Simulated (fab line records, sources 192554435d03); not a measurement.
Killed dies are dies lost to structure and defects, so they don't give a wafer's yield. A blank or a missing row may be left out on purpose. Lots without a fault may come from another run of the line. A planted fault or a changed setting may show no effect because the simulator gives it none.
Problem report in the 8D (eight disciplines) form, filled by code | flow n5_finfet | the parts of the form that need people (team, actions taken, sign-off) are left out

1. THE PROBLEM
M8_THK at N5_BEOL_M8_THK_MEAS_53 reads a mean of 196.8 nm on 1 wafer of 1 lot; wafers without a fault read 84.7 nm with a standard deviation of 2.5. That is +45 standard deviations from the usual mean.
The step: measures by xrf.
First seen on wafer L783.1, day 12 09:46, on film_metro-01. The record holds 27 wafers of 10 lots with a number at this step. Rule for "out", or "out of limits": more than 4 standard deviations from the usual mean. The other wafers with a number count as sound.

2. WHAT IT IS AND WHAT IT IS NOT
question                    | is                | is not
which readings at this step | M8_THK            | -
which lots                  | L783              | L772, L773, L775, L786, L789, L790, L791, L794, L795
which wafers of those lots  | L783.1            | L783.3, L783.6
read on which gauges        | film_metro-01     | film_metro-02
when                        | from day 12 09:46 | up to then (10 sound wafers); but 16 sound wafers of L786, L789, L790, L791, L794, L795 came after

3. SUSPECTS, AND WHAT RULES EACH OUT
Counting: a tool at a process step up to the reading stays a suspect if it ran every lot that is out. Sound lots after the first of them don't rule it out here, since some wafers of a struck lot are sound.
- the gauge at N5_BEOL_M8_THK_MEAS_53: ruled out. All the wafers that are out were read on film_metro-01, but those of them that N5_BEOL_M8_CMP_52 has rows for are out there too, on other tools.
- uv_cure-01 at N5_BEOL_M8_CURE_75 (cures SiCOH lowk, time 120 s): kept. It ran the lot that is out, L783 (day 12 07:50); its last sound lot up to then is L773 (day 9 11:48).
- pvd_sputter-01 at N5_BEOL_M8_DEGAS_44 (time 60 s): kept. It ran the lot that is out, L783 (day 12 08:10).
- cmp-02 at N5_BEOL_M8_CMP_52 (polishes, stops on SiCOH lowk, t overpolish 6.9 s, target thk 80 nm): kept. It ran the lot that is out, L783 (day 12 09:31); its last sound lot up to then is L773 (day 9 13:53). Its own readings are out on those wafers: barrier_field_endpoint_s, overpolish_run_s, time_to_endpoint_s.
- Within cmp-02 at N5_BEOL_M8_CMP_52: the wafers that are out ran in chamber 1; their sound lot-mates ran in chamber 0.
Left after counting: uv_cure-01 at N5_BEOL_M8_CURE_75, pvd_sputter-01 at N5_BEOL_M8_DEGAS_44, cmp-02 at N5_BEOL_M8_CMP_52.

4. THE CAUSE (what the simulator had put in)
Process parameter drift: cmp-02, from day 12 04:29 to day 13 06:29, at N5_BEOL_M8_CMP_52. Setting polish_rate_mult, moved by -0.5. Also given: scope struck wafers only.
Counting left 3 suspects, and this tool is among them.

5. THE CHAIN OF EFFECTS, in route order
Each row: a reading whose mean over the struck wafers that have a number lies more than 3 standard deviations from the usual. Only readings for which the record gives a usual standard deviation are gone through. hours: the time from each lot's start at the first step in this table that gives one to its start at this step, as a median over the lots. sigmas: the change in usual standard deviations.
hours | step                    | reading                  | usual   | on struck wafers | change | sigmas
0     | N5_BEOL_M8_CMP_52       | barrier_field_endpoint_s | 29.3 s  | 46.9             | +17.6  | +23
0     | N5_BEOL_M8_CMP_52       | overpolish_run_s         | 6.900 s | 0.046            | -6.854 | -99 or more
0     | N5_BEOL_M8_CMP_52       | time_to_endpoint_s       | 64 s    | 82               | +18    | +5.1
0     | N5_BEOL_M8_THK_MEAS_53  | M8_THK                   | 84.7 nm | 196.8            | +112.1 | +45
0     | N5_BEOL_M8_INSPECT_58   | raw_defect_count         | 72      | 1160             | +1088  | +45
71    | N5_PASSIVATION_PROBE_49 | defect_limited_yield     | 91.2 %  | 0.0              | -91.2  | -61
71    | N5_PASSIVATION_PROBE_49 | killed_at_M4_up          | 13      | 1083             | +1070  | +99 or more
71    | N5_PASSIVATION_PROBE_49 | killed_dies              | 104     | 1180             | +1076  | +63
71    | N5_PASSIVATION_PROBE_49 | killed_on_rim            | 14      | 152              | +138   | +38
71    | N5_PASSIVATION_PROBE_49 | sort_n_pass              | 1076    | 0                | -1076  | -63
71    | N5_PASSIVATION_PROBE_49 | sort_yield_pct           | 91.2 %  | 0.0              | -91.2  | -61
The process steps in it:
- N5_BEOL_M8_CMP_52: polishes, stops on SiCOH lowk, t overpolish 6.9 s, target thk 80 nm.
- N5_PASSIVATION_PROBE_49

6. WHAT WOULD HAVE CAUGHT IT SOONER
In this record the first reading out of limits at a measuring or inspecting step was taken at day 12 09:46, 5 hours after the fault began at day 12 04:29.
The tool's own readings at N5_BEOL_M8_CMP_52 were out on every struck wafer that the step has a row for (barrier_field_endpoint_s, overpolish_run_s, time_to_endpoint_s): an alarm limit on them would have fired on the first of those.
All the lots that are out (1) had begun N5_BEOL_M8_CMP_52 on cmp-02 by day 12 09:46. A hold on the tool at that time would have spared none of them.
